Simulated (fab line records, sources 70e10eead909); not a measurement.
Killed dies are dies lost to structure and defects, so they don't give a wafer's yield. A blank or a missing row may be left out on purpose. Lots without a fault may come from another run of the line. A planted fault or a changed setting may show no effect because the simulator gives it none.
fab line records | flow nand_harc
record lots=24 wafers=72 last_day=33
route steps=1302 shown A_CONTACT@1053
lots that met no fault: from a run of the same line without faults
start_h: hours from the record's first day to the start of the lot's first wafer shown | wait_h: hours since the lot's step before | " the same as in the row above | L1.1+2: a row that stands for several wafers | - no value, or no start given | * or withheld: withheld | < > ~ a bound
route shown NAME@n: a module of which the file shows steps, and the number in the route of the first | usual: mean/standard deviation of fault-free wafers | same: alike in all rows | chamber/n: place in a boat | sites: the reading at each site | _std_site: their standard deviation | _edge_site: outer sites' mean less inner sites' | radius_mm: how far each site lies from the wafer's centre | mask NAME#n: copy n | behind: the tool/chamber that last shaped the wafer | hold: why the lot was held/for how many hours/how that ended | device: the transistor (n, p or np) that didn't switch | end of line: the same wafers' tests at the end of the route | a step without rows: its recipe alone | killed: dies lost to structure and defects at the first sort, not the wafer's yield | map: a wafer's dies, x killed, . not, _ none there
set.NAME: the setting as run; set.NAME@STEP: as run at that earlier step | model.NAME: the simulator's own value behind a step, which no gauge read
steps of the route over a sample of lots; a table a step, a row a wafer
services: from which hour (start_h, from the record's first day; less than 0 if before it) a tool's chamber was out of use, for how many hours, and why
## steps
# step NHARC_A_CONTACT_ETCH_130
# recipe source_w=withheld pressure_mtorr=20 bias_v=3000 time_s=197 target_depth_a=19180 ar_flow_sccm=withheld c4f8_flow_sccm=withheld o2_flow_sccm=withheld chemistry=C4F8/O2/Ar
# columns lot.wafer tool chamber start_h wait_h rf_hours_counter_h
L074.4 har_cap_etch-03 1 505.85 0.1 -
L074.6 " 1 " " -
L074.5 " 0 " " -
L076.2 har_cap_etch-01 1 520.54 0.1 1
L076.4 " 0 " " -
L076.6 " 1 " " -
L075.1 har_cap_etch-01 0 523.81 0.1 3
L075.2 " 1 " " 3
L075.6 " 0 " " -
L077.1 har_cap_etch-03 1 532.94 0.2 51
L077.4 " 1 " " -
L077.6 " 0 " " -
L078.2 har_cap_etch-02 1 533.96 0.1 94
L078.3 " 1 " " -
L078.4 " 0 " " -
L079.2 har_cap_etch-03 0 549.24 0.1 55
L079.4 " 0 " " -
L079.6 " 1 " " -
L080.2 har_cap_etch-01 1 564.80 0.1 9
L080.5 " 1 " " -
L080.6 " 0 " " -
L081.1 har_cap_etch-01 0 575.62 0.1 11
L081.6 " 0 " " -
L081.5 " 1 " " -
L082.1 har_cap_etch-02 1 578.90 0.1 100
L082.4 " 0 " " -
L082.6 " 0 " " -
L085.2 har_cap_etch-03 0 616.11 0.1 64
L085.4 " 1 " " -
L085.5 " 0 " " -
L083.2 har_cap_etch-01 1 616.99 0.1 17
L083.4 " 1 " " -
L083.3 " 0 " " -
L086.1 har_cap_etch-02 0 623.96 0.2 107
L086.5 " 1 " " -
L086.6 " 0 " " -
L084.1 har_cap_etch-03 1 625.61 0.1 65
L084.3 " 0 " " -
L084.5 " 1 " " -
L087.1 har_cap_etch-01 0 642.83 0.1 22
L087.3 " 0 " " -
L087.5 " 0 " " -
L088.2 har_cap_etch-02 1 645.91 0.1 112
L088.4 " 0 " " -
L088.6 " 1 " " -
L089.2 har_cap_etch-03 0 656.08 0.1 73
L089.3 " 0 " " -
L089.6 " 0 " " -
L091.2 har_cap_etch-02 0 663.48 0.1 116
L091.3 " 0 " " -
L091.4 " 1 " " -
L090.1 har_cap_etch-03 0 664.89 0.2 75
L090.4 " 0 " " -
L090.5 " 0 " " -
L094.1 har_cap_etch-01 0 696.37 0.1 31
L094.4 " 0 " " -
L094.5 " 1 " " -
L093.2 har_cap_etch-03 1 698.32 0.1 81
L093.3 " 0 " " -
L093.6 " 0 " " -
L092.4 har_cap_etch-01 0 702.16 0.1 -
L092.6 " 0 " " -
L092.5 " 1 " " -
L095.1 har_cap_etch-01 1 710.47 0.1 37
L095.4 " 0 " " -
L095.3 " 1 " " -
L096.1 har_cap_etch-01 1 717.45 0.1 39
L096.3 " 0 " " -
L096.6 " 1 " " -
L097.2 har_cap_etch-03 1 730.00 0.1 89
L097.4 " 0 " " -
L097.5 " 1 " " -
# step NHARC_A_CONTACT_ETCH_131
# recipe source_w=withheld pressure_mtorr=20 bias_v=3000 time_s=197 target_depth_a=19180 ar_flow_sccm=withheld c4f8_flow_sccm=withheld o2_flow_sccm=withheld chemistry=C4F8/O2/Ar
# columns lot.wafer tool chamber start_h wait_h rf_hours_counter_h
L074.4 har_cap_etch-03 1 506.02 0.1 -
L074.6 " 1 " " -
L074.5 " 0 " " -
L076.2 har_cap_etch-01 1 520.72 0.1 1
L076.4 " 0 " " -
L076.6 " 1 " " -
L075.1 har_cap_etch-01 0 523.98 0.1 3
L075.2 " 1 " " 3
L075.6 " 0 " " -
L077.1 har_cap_etch-03 1 533.17 0.2 51
L077.4 " 1 " " -
L077.6 " 0 " " -
L078.2 har_cap_etch-02 1 534.14 0.1 94
L078.3 " 1 " " -
L078.4 " 0 " " -
L079.2 har_cap_etch-03 0 549.41 0.1 55
L079.4 " 0 " " -
L079.6 " 1 " " -
L080.2 har_cap_etch-01 1 564.98 0.1 10
L080.5 " 1 " " -
L080.6 " 0 " " -
L081.1 har_cap_etch-01 0 575.80 0.1 11
L081.6 " 0 " " -
L081.5 " 1 " " -
L082.1 har_cap_etch-02 1 579.08 0.1 101
L082.4 " 0 " " -
L082.6 " 0 " " -
L085.2 har_cap_etch-03 0 616.28 0.1 64
L085.4 " 1 " " -
L085.5 " 0 " " -
L083.2 har_cap_etch-01 1 617.16 0.1 17
L083.4 " 1 " " -
L083.3 " 0 " " -
L086.1 har_cap_etch-02 0 624.20 0.2 107
L086.5 " 1 " " -
L086.6 " 0 " " -
L084.1 har_cap_etch-03 1 625.79 0.1 66
L084.3 " 0 " " -
L084.5 " 1 " " -
L087.1 har_cap_etch-01 0 643.01 0.1 22
L087.3 " 0 " " -
L087.5 " 0 " " -
L088.2 har_cap_etch-02 1 646.09 0.1 112
L088.4 " 0 " " -
L088.6 " 1 " " -
L089.2 har_cap_etch-03 0 656.26 0.1 74
L089.3 " 0 " " -
L089.6 " 0 " " -
L091.2 har_cap_etch-02 0 663.65 0.1 116
L091.3 " 0 " " -
L091.4 " 1 " " -
L090.1 har_cap_etch-03 0 665.06 0.1 75
L090.4 " 0 " " -
L090.5 " 0 " " -
L094.1 har_cap_etch-01 0 696.54 0.1 31
L094.4 " 0 " " -
L094.5 " 1 " " -
L093.2 har_cap_etch-03 1 698.50 0.1 81
L093.3 " 0 " " -
L093.6 " 0 " " -
L092.4 har_cap_etch-01 0 702.33 0.1 -
L092.6 " 0 " " -
L092.5 " 1 " " -
L095.1 har_cap_etch-01 1 710.64 0.1 37
L095.4 " 0 " " -
L095.3 " 1 " " -
L096.1 har_cap_etch-01 1 717.63 0.1 39
L096.3 " 0 " " -
L096.6 " 1 " " -
L097.2 har_cap_etch-03 1 730.17 0.1 89
L097.4 " 0 " " -
L097.5 " 1 " " -
# step NHARC_A_CONTACT_ETCH_91
# recipe target_depth_a=400 over_etch_frac=0.5 time_s=85.7 ion_energy_ev=120 ch3f_flow_sccm=50 o2_flow_sccm=30 ar_flow_sccm=200 rf_w=500 bias_w=100 chemistry=CH3F/O2
# usual drypump_motor_current_A=5.7/0.41 oes_product_au=0.928/0.018 rf_vpp_V=245.0/1.6 showerhead_plenum_p_Torr=2.50/0.099 throttle_valve_pct=20.663/0.0084
# columns lot.wafer tool chamber start_h wait_h drypump_motor_current_A oes_product_au rf_hours_counter_h rf_vpp_V showerhead_plenum_p_Torr throttle_valve_pct
L074.4 rie_diel-13 2 507.18 0.6 5.9 0.932 - 244.9 2.46 20.658
L074.6 " 3 " " 6.6 0.921 - 241.0 2.29 20.654
L074.5 " 0 " " 5.9 0.921 - 244.0 2.36 20.664
L076.4 rie_diel-04 1 522.17 0.8 4.8 0.918 44 245.8 2.57 20.675
L076.2 " 0 " " 6.1 0.916 50 244.8 2.53 20.654
L076.6 " 1 " " 4.8 0.924 - 247.1 2.57 20.650
L075.2 rie_diel-11 3 525.12 0.6 5.4 0.927 13 245.4 2.55 20.666
L075.1 " 1 " " 5.8 0.909 14 243.4 2.36 20.660
L075.6 " 0 " " 6.0 0.929 - 247.6 2.61 20.660
L077.1 rie_diel-11 1 534.52 0.7 5.8 0.906 16 242.6 2.36 20.653
L077.6 " 2 " " 5.2 0.925 - 244.7 2.53 20.672
L077.4 " 3 " " 5.5 0.919 - 244.3 2.55 20.669
L078.3 rie_diel-11 2 535.29 0.6 5.2 0.932 14 245.8 2.53 20.655
L078.2 " 3 " " 5.4 0.930 15 246.6 2.55 20.658
L078.4 " 2 " " 5.2 0.932 - 245.1 2.53 20.655
L079.2 rie_diel-11 0 550.54 0.7 6.0 0.930 19 245.7 2.61 20.664
L079.4 " 1 " " 5.8 0.917 18 243.3 2.36 20.668
L079.6 " 1 " " 5.8 0.923 - 242.9 2.36 20.656
L080.2 rie_diel-13 2 566.14 0.7 5.9 0.934 15 244.6 2.45 20.665
L080.6 " 1 " " 5.5 0.923 - 248.7 2.63 20.670
L080.5 " 2 " " 5.9 0.942 - 245.2 2.45 20.660
L081.1 rie_diel-04 0 576.93 0.7 6.0 0.911 13 245.0 2.52 20.666
L081.5 " 0 " " 6.1 0.914 - 245.9 2.52 20.662
L081.6 " 1 " " 4.8 0.910 - 246.1 2.57 20.652
L082.1 rie_diel-11 0 580.22 0.7 5.9 0.930 23 246.6 2.60 20.678
L082.4 " 1 " " 5.8 0.920 23 243.0 2.36 20.667
L082.6 " 2 " " 5.2 0.925 - 246.4 2.53 20.660
L085.2 rie_diel-13 1 617.43 0.7 5.5 0.927 32 246.5 2.63 20.664
L085.4 " 3 " " 6.6 0.919 32 241.5 2.28 20.663
L085.5 " 1 " " 5.5 0.920 - 245.9 2.62 20.649
L083.3 rie_diel-04 3 618.31 0.5 6.4 0.913 29 242.4 2.36 20.662
L083.4 " 1 " " 4.8 0.930 25 244.6 2.56 20.662
L083.2 " 2 " " 6.0 0.924 29 246.3 2.63 20.680
L086.1 rie_diel-11 1 625.58 0.8 5.8 0.924 1 242.7 2.36 20.664
L086.6 " 3 " " 5.4 0.943 - 246.3 2.54 20.661
L086.5 " 0 " " 6.0 0.928 - 246.2 2.60 20.653
L084.3 rie_diel-11 1 626.95 0.5 5.8 0.991 2 244.7 2.36 20.662
L084.1 " 2 " " 5.2 0.997 1 246.6 2.53 20.662
L084.5 " 0 " " 6.0 0.992 - 247.0 2.60 20.664
L087.1 rie_diel-11 3 644.12 0.6 5.4 0.930 4 245.2 2.54 20.662
L087.3 " 1 " " 5.8 0.910 5 242.4 2.36 20.660
L087.5 " 0 " " 6.0 0.925 - 246.8 2.60 20.670
L088.4 rie_diel-04 0 647.22 0.6 6.1 0.904 37 243.9 2.51 20.666
L088.2 " 2 " " 6.0 0.946 39 246.8 2.63 20.661
L088.6 " 3 " " 6.4 0.919 - 243.1 2.36 20.655
L089.2 rie_diel-11 0 657.43 0.7 6.0 0.919 8 246.2 2.60 20.668
L089.3 " 1 " " 5.8 0.909 8 243.0 2.36 20.667
L089.6 " 0 " " 6.0 0.920 - 246.3 2.60 20.664
L091.3 rie_diel-11 0 664.79 0.6 6.0 0.922 10 247.6 2.60 20.657
L091.2 " 2 " " 5.2 0.920 9 244.9 2.53 20.664
L091.4 " 3 " " 5.4 0.941 6 246.0 2.54 20.690
L090.4 rie_diel-11 2 666.23 0.6 5.2 0.926 9 245.8 2.53 20.659
L090.1 " 3 " " 5.4 0.938 7 245.4 2.54 20.660
L090.5 " 1 " " 5.8 0.913 - 244.5 2.36 20.659
L094.1 rie_diel-11 0 697.65 0.6 6.0 0.931 15 245.3 2.59 20.665
L094.4 " 0 " " 6.0 0.929 - 246.3 2.59 20.666
L094.5 " 3 " " 5.4 0.946 - 245.9 2.54 20.668
L093.2 rie_diel-04 3 699.66 0.7 6.4 0.905 62 242.2 2.35 20.660
L093.3 " 0 " " 6.1 0.919 55 246.1 2.50 20.651
L093.6 " 3 " " 6.4 0.917 - 242.9 2.35 20.660
L092.4 rie_diel-11 2 703.42 0.6 5.2 0.916 15 245.7 2.52 20.660
L092.6 " 2 " " 5.2 0.921 - 244.9 2.52 20.662
L092.5 " 3 " " 5.4 0.954 - 245.7 2.54 20.655
L095.4 rie_diel-11 3 711.77 0.6 5.4 0.944 12 246.6 2.54 20.653
L095.3 " 0 " " 6.0 0.918 19 246.6 2.59 20.665
L095.1 " 1 " " 5.8 0.920 16 242.2 2.35 20.645
L096.1 rie_diel-11 3 718.77 0.7 5.4 0.949 15 244.9 2.54 20.668
L096.3 " 0 " " 6.0 0.917 21 246.9 2.59 20.678
L096.6 " 0 " " 6.0 0.917 - 247.3 2.59 20.676
L097.2 rie_diel-11 2 731.33 0.7 5.2 0.921 20 246.1 2.52 20.668
L097.4 " 0 " " 6.0 0.972 21 246.1 2.59 20.667
L097.5 " 2 " " 5.2 0.924 - 245.6 2.52 20.673
# step NHARC_A_CONTACT_ETCH_106
# recipe target_depth_a=900 overetch_a=90 time_s=49.5 ion_energy_ev=100 cf4_flow_sccm=80 o2_flow_sccm=20 ar_flow_sccm=0 rf_w=300 bias_w=100 chemistry=CF4/O2
# usual drypump_motor_current_A=5.7/0.36 oes_product_au=0.999/0.01 rf_vpp_V=198.2/1.3 showerhead_plenum_p_Torr=1.35/0.058 throttle_valve_pct=13.398/0.0084
# columns lot.wafer tool chamber start_h wait_h drypump_motor_current_A oes_product_au rf_hours_counter_h rf_vpp_V showerhead_plenum_p_Torr throttle_valve_pct
L074.4 rie_diel-11 3 507.68 0.1 5.4 0.994 10 199.0 1.39 13.405
L074.5 " 3 " " 5.4 0.999 - 198.6 1.38 13.419
L074.6 " 0 " " 6.0 0.992 - 200.5 1.42 13.395
L076.2 rie_diel-11 3 522.69 0.1 5.4 0.998 13 198.2 1.38 13.386
L076.4 " 0 " " 6.0 0.998 15 198.2 1.42 13.391
L076.6 " 1 " " 5.8 0.983 - 196.9 1.28 13.415
L075.2 rie_diel-11 2 525.63 0.0 5.2 1.001 13 198.7 1.38 13.404
L075.1 " 3 " " 5.4 1.006 13 198.6 1.38 13.401
L075.6 " 3 " " 5.4 0.998 - 198.4 1.38 13.408
L077.1 rie_diel-11 3 535.20 0.1 5.4 0.994 15 199.1 1.38 13.396
L077.6 " 3 " " 5.4 1.002 - 198.9 1.38 13.394
L077.4 " 1 " " 5.8 0.981 - 195.3 1.28 13.399
L078.3 rie_diel-11 1 536.23 0.1 5.8 0.994 16 195.8 1.28 13.410
L078.2 " 3 " " 5.4 1.005 16 197.5 1.38 13.396
L078.4 " 1 " " 5.7 1.003 - 196.1 1.28 13.383
L079.2 rie_diel-11 1 551.05 0.1 5.8 0.986 18 196.8 1.28 13.380
L079.4 " 2 " " 5.2 1.004 17 197.7 1.38 13.397
L079.6 " 1 " " 5.8 0.992 - 196.8 1.28 13.397
L080.2 rie_diel-13 2 566.70 0.1 5.9 1.006 15 197.6 1.33 13.391
L080.6 " 1 " " 5.5 0.995 - 198.7 1.43 13.396
L080.5 " 2 " " 5.9 1.009 - 199.0 1.33 13.392
L081.1 rie_diel-13 1 577.46 0.1 5.5 0.986 17 200.5 1.43 13.406
L081.6 " 2 " " 5.9 1.018 - 198.1 1.33 13.401
L081.5 " 3 " " 6.6 0.996 - 196.3 1.24 13.387
L082.1 rie_diel-11 0 580.70 0.1 6.0 0.991 23 198.1 1.41 13.402
L082.4 " 3 " " 5.4 1.006 24 197.2 1.38 13.408
L082.6 " 0 " " 6.0 0.990 - 199.4 1.41 13.411
L085.4 rie_diel-13 1 618.11 0.1 5.5 0.997 32 200.1 1.43 13.401
L085.2 " 0 " " 5.9 1.006 24 197.1 1.28 13.398
L085.5 " 2 " " 5.9 1.021 - 197.4 1.33 13.415
L083.2 rie_diel-13 1 618.93 0.1 5.5 1.003 32 199.4 1.43 13.397
L083.3 " 2 " " 5.9 1.021 35 198.9 1.33 13.392
L083.4 " 3 " " 6.6 0.999 33 196.8 1.24 13.406
L086.1 rie_diel-11 3 626.06 0.0 5.4 1.006 2 198.3 1.38 13.404
L086.6 " 3 " " 5.4 1.007 - 199.0 1.38 13.401
L086.5 " 0 " " 6.0 0.992 - 199.3 1.41 13.407
L084.3 rie_diel-11 2 627.77 0.1 5.2 1.000 2 199.6 1.37 13.386
L084.1 " 1 " " 5.8 0.998 2 198.6 1.28 13.398
L084.5 " 2 " " 5.2 0.999 - 197.3 1.37 13.383
L087.1 rie_diel-11 0 644.64 0.1 6.0 1.006 5 198.3 1.41 13.398
L087.3 " 2 " " 5.2 1.001 5 197.7 1.37 13.400
L087.5 " 3 " " 5.4 1.007 - 198.0 1.38 13.400
L088.2 rie_diel-13 3 647.75 0.1 6.6 0.981 47 196.1 1.23 13.403
L088.4 " 2 " " 5.9 1.028 - 197.6 1.32 13.397
L088.6 " 0 " " 5.9 0.991 - 197.6 1.27 13.391
L089.2 rie_diel-11 3 658.05 0.1 5.4 1.009 4 198.6 1.38 13.396
L089.3 " 0 " " 6.0 1.009 8 199.1 1.41 13.411
L089.6 " 1 " " 5.8 0.986 - 194.7 1.28 13.406
L091.3 rie_diel-11 1 665.30 0.1 5.8 0.987 10 197.4 1.28 13.400
L091.4 " 2 " " 5.2 1.006 9 197.8 1.37 13.396
L091.2 " 0 " " 5.9 1.006 10 200.5 1.41 13.379
L090.1 rie_diel-11 3 666.71 0.1 5.4 1.007 7 197.7 1.38 13.413
L090.4 " 0 " " 6.0 0.993 10 200.4 1.41 13.397
L090.5 " 0 " " 5.9 1.009 - 199.8 1.41 13.399
L094.1 rie_diel-11 3 698.21 0.1 5.4 1.019 10 198.9 1.38 13.397
L094.4 " 1 " " 5.8 0.989 12 195.1 1.28 13.406
L094.5 " 3 " " 5.4 1.024 - 200.4 1.38 13.392
L093.3 rie_diel-11 3 700.79 0.0 5.4 1.025 10 198.2 1.38 13.390
L093.2 " 0 " " 6.0 1.003 16 199.0 1.41 13.395
L093.6 " 0 " " 6.0 1.001 - 200.6 1.41 13.393
L092.4 rie_diel-11 1 703.94 0.1 5.8 0.984 14 196.4 1.28 13.391
L092.6 " 0 " " 6.0 0.995 - 198.9 1.41 13.397
L092.5 " 1 " " 5.8 0.989 - 197.3 1.28 13.386
L095.4 rie_diel-11 2 712.26 0.1 5.2 0.993 17 199.0 1.37 13.383
L095.1 " 0 " " 6.0 1.006 19 200.1 1.41 13.394
L095.3 " 1 " " 5.8 1.001 16 195.8 1.28 13.391
L096.3 rie_diel-11 1 719.29 0.1 5.8 0.990 18 197.4 1.28 13.388
L096.1 " 3 " " 5.4 1.011 15 199.0 1.38 13.396
L096.6 " 2 " " 5.2 0.996 - 199.3 1.37 13.398
L097.2 rie_diel-13 0 731.83 0.1 5.9 0.992 14 198.7 1.27 13.405
L097.4 " 1 " " 5.5 0.998 14 198.9 1.42 13.397
L097.5 " 0 " " 5.9 0.984 - 198.0 1.27 13.399
# step NHARC_A_CONTACT_CD_MEAS_08
# recipe target_cd_nm=200 landing_energy_ev=500
# usual cd_nm=199.9/0.47
# columns lot.wafer tool chamber start_h wait_h cd_nm
L074.4 cd_sem-02 0 512.15 - 200.0
L074.5 " 0 " " 199.8
L074.6 " 0 " " 199.9
L076.2 cd_sem-03 0 528.00 - 200.4
L076.4 " 0 " " 200.2
L076.6 " 0 " " 200.6
L075.1 cd_sem-02 0 531.40 - 198.8
L075.2 " 0 " " 200.0
L075.6 " 0 " " 199.9
L077.1 cd_sem-01 0 538.53 - 200.1
L077.4 " 0 " " 199.4
L077.6 " 0 " " 200.0
L078.2 cd_sem-02 0 539.44 - 199.8
L078.3 " 0 " " 200.3
L078.4 " 0 " " 200.3
L079.2 cd_sem-02 0 554.06 - 200.3
L079.4 " 0 " " 199.5
L079.6 " 0 " " 199.4
L080.2 cd_sem-02 0 571.12 - 199.5
L080.5 " 0 " " 199.0
L080.6 " 0 " " 199.2
L081.1 cd_sem-02 0 580.58 - 200.4
L081.5 " 0 " " 200.2
L081.6 " 0 " " 200.2
L082.1 cd_sem-02 0 583.70 - 200.1
L082.4 " 0 " " 199.8
L082.6 " 0 " " 200.4
L085.2 cd_sem-01 0 624.42 - 200.2
L085.4 " 0 " " 200.0
L085.5 " 0 " " 199.9
L083.2 cd_sem-01 0 626.16 - 200.2
L083.3 " 0 " " 200.8
L083.4 " 0 " " 200.1
L086.1 cd_sem-02 0 629.84 - 200.4
L086.5 " 0 " " 200.2
L086.6 " 0 " " 199.5
L084.1 cd_sem-03 0 631.39 - 199.1
L084.3 " 0 " " 199.8
L084.5 " 0 " " 200.1
L087.1 cd_sem-01 0 650.27 - 199.5
L087.3 " 0 " " 199.4
L087.5 " 0 " " 201.3
L088.2 cd_sem-01 0 653.83 - 200.5
L088.4 " 0 " " 200.0
L088.6 " 0 " " 199.7
L089.2 cd_sem-01 0 663.66 - 199.3
L089.3 " 0 " " 199.5
L089.6 " 0 " " 199.7
L091.2 cd_sem-03 0 668.72 - 199.4
L091.3 " 0 " " 199.5
L091.4 " 0 " " 199.4
L090.1 cd_sem-01 0 669.86 - 200.1
L090.4 " 0 " " 200.9
L090.5 " 0 " " 200.7
L094.1 cd_sem-01 0 704.14 - 199.3
L094.4 " 0 " " 201.0
L094.5 " 0 " " 199.7
L093.2 cd_sem-03 0 706.19 - 199.2
L093.3 " 0 " " 199.3
L093.6 " 0 " " 200.6
L092.4 cd_sem-02 0 709.37 - 200.0
L092.5 " 0 " " 199.5
L092.6 " 0 " " 199.5
L095.1 cd_sem-01 0 716.41 - 199.3
L095.3 " 0 " " 199.4
L095.4 " 0 " " 199.7
L096.1 cd_sem-03 0 722.45 - 199.8
L096.3 " 0 " " 200.4
L096.6 " 0 " " 199.8
L097.2 cd_sem-03 0 735.74 - 200.3
L097.4 " 0 " " 199.9
L097.5 " 0 " " 200.2
# step NHARC_A_CONTACT_INSPECT_23
# usual raw_defect_count=533/160
# columns lot.wafer tool chamber start_h wait_h raw_defect_count
L074.4 defect_inspect-01 - 518.41 0.1 574
L074.5 " - " " 476
L074.6 " - " " 451
L076.2 defect_inspect-02 - 534.03 0.1 585
L076.4 " - " " 849
L076.6 " - " " 598
L075.1 defect_inspect-02 - 537.71 0.1 890
L075.2 " - " " 668
L075.6 " - " " 725
L077.1 defect_inspect-01 - 544.81 0.1 453
L077.4 " - " " 354
L077.6 " - " " 483
L078.2 defect_inspect-02 - 545.32 0.1 637
L078.3 " - " " 462
L078.4 " - " " 519
L079.2 defect_inspect-01 - 559.88 0.1 334
L079.4 " - " " 546
L079.6 " - " " 396
L080.2 defect_inspect-02 - 576.93 0.1 548
L080.5 " - " " 640
L080.6 " - " " 510
L081.1 defect_inspect-02 - 586.38 0.1 718
L081.5 " - " " 617
L081.6 " - " " 468
L082.1 defect_inspect-02 - 589.58 0.1 454
L082.4 " - " " 465
L082.6 " - " " 461
L085.2 defect_inspect-02 - 630.36 0.1 537
L085.4 " - " " 616
L085.5 " - " " 573
L083.2 defect_inspect-02 - 633.50 0.1 449
L083.3 " - " " 481
L083.4 " - " " 427
L086.1 defect_inspect-02 - 635.73 0.1 590
L086.5 " - " " 509
L086.6 " - " " 505
L084.1 defect_inspect-01 - 637.33 0.1 423
L084.3 " - " " 376
L084.5 " - " " 411
L087.1 defect_inspect-02 - 656.21 0.1 449
L087.3 " - " " 460
L087.5 " - " " 554
L088.2 defect_inspect-01 - 660.62 0.1 524
L088.4 " - " " 1591
L088.6 " - " " 547
L089.2 defect_inspect-01 - 670.25 0.1 424
L089.3 " - " " 491
L089.6 " - " " 368
L091.2 defect_inspect-01 - 674.65 0.1 465
L091.3 " - " " 520
L091.4 " - " " 552
L090.1 defect_inspect-02 - 675.99 0.1 622
L090.4 " - " " 762
L090.5 " - " " 651
L094.1 defect_inspect-01 - 709.94 0.1 413
L094.4 " - " " 473
L094.5 " - " " 472
L093.2 defect_inspect-01 - 712.00 0.1 536
L093.3 " - " " 562
L093.6 " - " " 544
L092.4 defect_inspect-02 - 715.20 0.1 681
L092.5 " - " " 555
L092.6 " - " " 525
L095.1 defect_inspect-01 - 724.02 0.1 283
L095.3 " - " " 429
L095.4 " - " " 488
L096.1 defect_inspect-01 - 731.75 0.1 527
L096.3 " - " " 725
L096.6 " - " " 433
L097.2 defect_inspect-01 - 742.00 0.1 347
L097.4 " - " " 342
L097.5 " - " " 322
## services
# columns tool chamber start_h hours kind
rie_diel-11 0 490.67 - clean
rie_diel-11 1 490.67 - clean
rie_diel-11 2 490.67 - clean
rie_diel-11 3 490.67 - clean
har_cap_etch-01 - 497.00 17.0 pm
rie_diel-13 1 502.11 6.3 repair
rie_diel-13 3 503.17 2.0 repair
rie_diel-11 0 515.20 - clean
rie_diel-11 1 515.20 - clean
rie_diel-13 - 519.06 9.0 pm
rie_diel-04 - 533.45 9.0 pm
rie_diel-11 0 533.94 3.5 repair
rie_diel-13 0 590.19 16.5 repair
rie_diel-13 3 593.53 2.5 repair
rie_diel-11 - 609.67 9.0 pm
rie_diel-13 1 641.50 27.9 repair
rie_diel-11 3 648.17 8.8 repair
rie_diel-11 3 676.77 15.5 repair
rie_diel-11 1 690.05 7.9 repair
rie_diel-13 - 696.89 9.0 pm
har_cap_etch-02 - 703.21 76.0 repair
rie_diel-04 - 710.56 9.0 pm
rie_diel-13 2 718.20 7.7 repair
rie_diel-11 0 722.04 6.5 repair
## key
fault none
